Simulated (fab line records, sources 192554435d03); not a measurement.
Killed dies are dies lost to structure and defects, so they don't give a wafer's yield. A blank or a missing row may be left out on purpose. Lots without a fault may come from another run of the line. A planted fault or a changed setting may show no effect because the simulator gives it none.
Which tool did it? | flow n5_finfet | 7 lots, 21 wafers sampled, at 7 steps of a route of 1938

WHAT THE GAUGES READ, wafer by wafer
N5_BEOL_M4_RC_MEAS_101.
lot  | measured     | on        | DIBL_N (mV/V)
L245 | day 12 10:28 | prober-02 | 39.7 38.5 34.5
L247 | day 12 19:54 | prober-01 | 34.3 35.8 37.4
L248 | day 13 03:22 | prober-01 | 35.8 38.1 35.3
L250 | day 13 12:32 | prober-01 | 35.2 39.7 33.6

WHICH TOOL RAN EACH LOT (tool, then ch and the chambers of the sampled wafers, then the start)
lot  | N5_DUMMY_GATE_TRIM_49           | N5_DUMMY_GATE_STRIP_40            | N5_DUMMY_GATE_HM_OPEN_21          | N5_SD_EPI_P_ETCH_36               | N5_SD_EPI_P_ETCH_37               | N5_SD_EPI_P_ETCHBACK_46
L238 | rie_si-01 ch 0,2,3, day 5 18:17 | rie_diel-04 ch 1,2, day 5 18:23   | rie_diel-01 ch 1,3, day 5 18:34   | rie_diel-01 ch 0,2, day 6 01:31   | rie_diel-01 ch 0,2, day 6 01:35   | rie_diel-01 ch 0,2, day 6 01:54
L239 | rie_si-01 ch 1,2,3, day 6 01:28 | rie_diel-04 ch 0,1,2, day 6 01:36 | rie_diel-05 ch 0,2,3, day 6 01:57 | rie_diel-04 ch 0,1,2, day 6 08:53 | rie_diel-04 ch 0,1,2, day 6 08:56 | rie_diel-04 ch 0,1,2, day 6 09:16
L240 | rie_si-05 ch 0,1,2, day 6 09:13 | rie_diel-01 ch 0,1,2, day 6 09:19 | rie_diel-05 ch 0,2,3, day 6 09:29 | rie_diel-05 ch 0,1,2, day 6 16:09 | rie_diel-05 ch 0,1,2, day 6 16:13 | rie_diel-05 ch 0,1,2, day 6 16:32
L245 | rie_si-06 ch 1,3, day 7 11:26   | rie_diel-04 ch 0,2,3, day 7 11:32 | rie_diel-04 ch 0,2, day 7 11:43   | rie_diel-05 ch 0,2, day 7 19:47   | rie_diel-05 ch 0,2, day 7 19:50   | rie_diel-05 ch 0,2, day 7 20:10
L247 | rie_si-05 ch 0,1, day 7 21:59   | rie_diel-04 ch 0,1, day 7 22:05   | rie_diel-04 ch 0,3, day 7 22:16   | rie_diel-05 ch 1,3, day 8 04:22   | rie_diel-05 ch 1,3, day 8 04:26   | rie_diel-05 ch 1,3, day 8 04:45
L248 | rie_si-05 ch 1,2,3, day 8 05:21 | rie_diel-04 ch 0,3, day 8 05:27   | rie_diel-01 ch 0,1,2, day 8 05:38 | rie_diel-05 ch 0,1,3, day 8 12:56 | rie_diel-05 ch 0,1,3, day 8 13:00 | rie_diel-05 ch 0,1,3, day 8 13:19
L250 | rie_si-06 ch 0,1, day 8 16:34   | rie_diel-04 ch 0,1,3, day 8 16:40 | rie_diel-04 ch 0,1, day 8 16:51   | rie_diel-05 ch 2,3, day 9 00:08   | rie_diel-05 ch 2,3, day 9 00:11   | rie_diel-05 ch 2,3, day 9 00:31
- N5_DUMMY_GATE_TRIM_49: chemistry O2, time 29 s, target cd 14 nm.
- N5_DUMMY_GATE_STRIP_40: strips in CF4.
- N5_DUMMY_GATE_HM_OPEN_21: chemistry CH3F/O2, target SiNx, target depth 120 nm, time 171.4 s.
- N5_SD_EPI_P_ETCH_36: etches SiARC in CF4, target depth 45.5 nm, time 75.8 s.
- N5_SD_EPI_P_ETCH_37: etches SOC in N2/H2, overetch 108 nm, time 486 s.
- N5_SD_EPI_P_ETCHBACK_46: etches SiNx in CH3F/O2, stops on SiO2, target depth 17.5 nm.

THE ANSWER, worked out from the rows above alone
Rule: what is usual is taken from the lots themselves. Put in order of their means at a reading, lots are off if they are a third of the lots or fewer, leave a main group of 4 or more, and stand apart from it by a gap of 3 or more times the standard deviation of the main group's means; of several such gaps the widest counts. A main group whose means are all the same, to the digits that the tables above print for the reading, isn't used. A lot without any number at a reading at which 4 lots or more have one is off too. The other lots that the step has rows for count as sound.
No lot is off at any reading shown: from this, nothing can be told.

WHAT THE SIMULATOR HAD PUT IN
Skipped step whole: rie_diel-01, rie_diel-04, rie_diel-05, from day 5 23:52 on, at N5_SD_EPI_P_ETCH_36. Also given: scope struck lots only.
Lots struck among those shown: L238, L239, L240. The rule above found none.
